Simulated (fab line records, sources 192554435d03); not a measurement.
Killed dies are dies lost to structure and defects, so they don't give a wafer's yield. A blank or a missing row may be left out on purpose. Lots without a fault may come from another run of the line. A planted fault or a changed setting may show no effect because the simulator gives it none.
Problem report in the 8D (eight disciplines) form, filled by code | flow n5_finfet | the parts of the form that need people (team, actions taken, sign-off) are left out

1. THE PROBLEM
spin_speed_rpm at N5_BEOL_M5_COAT_74 reads a mean of 1677.7 rpm on 6 wafers of 2 lots; wafers without a fault read 1500.0 rpm with a standard deviation of 1.2. That is +99 or more standard deviations from the usual mean.
The step: time 60 s, resist thk 5 nm.
First seen on wafer L837.1, day 10 20:27, on litho_track-04. The record holds 33 wafers of 12 lots with a number at this step. Rule for "out", or "out of limits": more than 4 standard deviations from the usual mean. The other wafers with a number count as sound.

2. WHAT IT IS AND WHAT IT IS NOT
question                    | is                     | is not
which readings at this step | spin_speed_rpm         | -
which lots                  | L837, L841             | L826, L828, L832, L833, L834, L836, L843, L846, L847, L848
which wafers of those lots  | all that have a number | -
read on which tools         | litho_track-04         | litho_track-02, litho_track-03
when                        | from day 10 20:27      | up to then (16 sound wafers); but 11 sound wafers of L843, L846, L847, L848 came after

3. SUSPECTS, AND WHAT RULES EACH OUT
Counting: a tool at a process step up to the reading stays a suspect if it ran every lot that is out and no sound lot after the first of them.
- litho_track-04 at N5_BEOL_M5_COAT_74 (time 60 s, resist thk 5 nm): ruled out as a lasting fault. Sound lots L848 ran on it after its first lot that is out, L837 (day 10 20:27).
Left after counting: nothing in the record.

4. THE CAUSE (what the simulator had put in)
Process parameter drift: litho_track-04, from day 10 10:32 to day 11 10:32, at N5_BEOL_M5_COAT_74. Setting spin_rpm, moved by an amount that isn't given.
Counting ruled it out, wrongly.

5. THE CHAIN OF EFFECTS, in route order
Each row: a reading whose mean over the struck wafers that have a number lies more than 3 standard deviations from the usual. Only readings for which the record gives a usual standard deviation are gone through. hours: the time from each lot's start at the first step in this table that gives one to its start at this step, as a median over the lots. sigmas: the change in usual standard deviations.
hours | step               | reading        | usual      | on struck wafers | change | sigmas
0     | N5_BEOL_M5_COAT_74 | spin_speed_rpm | 1500.0 rpm | 1677.7           | +177.7 | +99 or more
The process steps in it:
- N5_BEOL_M5_COAT_74: time 60 s, resist thk 5 nm.

6. WHAT WOULD HAVE CAUGHT IT SOONER
In this record the first reading out of limits was taken at day 10 20:27, 10 hours after the fault began at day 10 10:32.
